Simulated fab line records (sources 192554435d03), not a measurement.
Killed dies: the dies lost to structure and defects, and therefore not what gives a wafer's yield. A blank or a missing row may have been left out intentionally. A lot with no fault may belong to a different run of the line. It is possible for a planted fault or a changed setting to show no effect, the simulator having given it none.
Split-lot study | flow n5Finfet | on a route of 1938 steps: 7 lots, 21 wafers read

== SPLIT DETAILS ==
At N5_BEOL_M7_TRENCH_ETCH_37 (etches SiCOH lowk in C4F6/O2, target depth 93.478 nm, time 31.2 s), the setting biasW was moved away from the recipe's 185 W on 5 of the 21 wafers read, by -16.6% to +16.4%. This setting was run at the recipe's value on the other wafers.

The reading comes from the split's own step.

== THE READING ==
rfVppV, in V, at N5_BEOL_M7_TRENCH_ETCH_37 (etches SiCOH lowk in C4F6/O2, target depth 93.478 nm, time 31.2 s). Typical for fault-free wafers on this fab line: 668 V, with standard deviation 7.4 V.

wafer  | tool, chamber at the split | biasW as run, W | against the recipe | rfVppV, V | against lot-mates on the recipe
L075.1 | rieDiel-04, 1              | 185             | recipe             | 671       | -
L075.3 | rieDiel-04, 3              | 185             | recipe             | 682       | -
L075.4 | rieDiel-04, 0              | 185             | recipe             | 658       | -
L081.1 | rieDiel-05, 1              | 154.2           | -16.6%             | 572       | -99
L081.2 | rieDiel-05, 0              | 154.2           | -16.6%             | 581       | -90
L081.6 | rieDiel-05, 0              | 185             | recipe             | 671       | -
L086.3 | rieDiel-04, 2              | 185             | recipe             | 674       | -
L086.5 | rieDiel-04, 2              | 185             | recipe             | 673       | -
L086.6 | rieDiel-04, 3              | 185             | recipe             | 680       | -
L090.1 | rieDiel-05, 1              | 185             | recipe             | 662       | -
L090.3 | rieDiel-05, 2              | 215.3           | +16.4%             | 747       | +84
L090.6 | rieDiel-05, 2              | 185             | recipe             | 664       | -
L094.1 | rieDiel-05, 1              | 185             | recipe             | 662       | -
L094.3 | rieDiel-05, 3              | 185             | recipe             | 666       | -
L094.5 | rieDiel-05, 2              | 185             | recipe             | 663       | -
L095.1 | rieDiel-04, 1              | 185             | recipe             | 669       | -
L095.2 | rieDiel-04, 0              | 185             | recipe             | 656       | -
L095.4 | rieDiel-04, 2              | 185             | recipe             | 676       | -
L097.3 | rieDiel-05, 2              | 207.1           | +11.9%             | 726       | +65
L097.4 | rieDiel-05, 1              | 185             | recipe             | 661       | -
L097.6 | rieDiel-05, 2              | 207.1           | +11.9%             | 724       | +63

THE FIT
A straight line over all 21 wafers: rfVppV changes by +5.15 V for each +1% of biasW; r = +0.98; the points scatter about the line by 7.4 V.
The same after taking each lot's own level away (the mean of its wafers on the recipe; 21 wafers): +5.47 V for each +1%; r = +0.99; scatter 5.7 V.
According to that fit, moving biasW by its largest amount changes the reading by 91 V.
The span of the lots' own levels, 661.0 to 675.7 V, comes to 2.0 times the standard deviation stated above.
Hence the lot-to-lot level has little effect on the slope; both slopes agree.
Check: for one of the wafers moved furthest among these (-16.6%), held out of the fit, the line's prediction against its lot-mates is -88.5 V. Against them it came out at -99 V.
Tool readings at the split's step, against how far the setting was moved: rfVppV r = +0.98.

== OTHER SPLITS ON THESE WAFERS ==
Note: prior to the reading, these wafers also went through further splits. Each is held against what the fit with the lots' levels taken away leaves over:
other split on the same wafers | wafers away from the commonest value | r with rfVppV (lot level and that fit taken away)
N5_BEOL_M5_EXPOSE_25 doseMj    | 6                                    | -0.05
N5_BEOL_M6_ILD_DEP_00 timeS    | 4                                    | -0.07
N5_BEOL_M6_COAT_05 spinRpm     | 7                                    | +0.19
N5_BEOL_M7_ETCH_61 sourceW     | 5                                    | +0.04
N5_BEOL_M7_COAT_71 spinRpm     | 10                                   | -0.20

== THE FILE'S OWN FIT ==
rfVppV changes by +5.39 V for each +1% of biasW, r = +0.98.
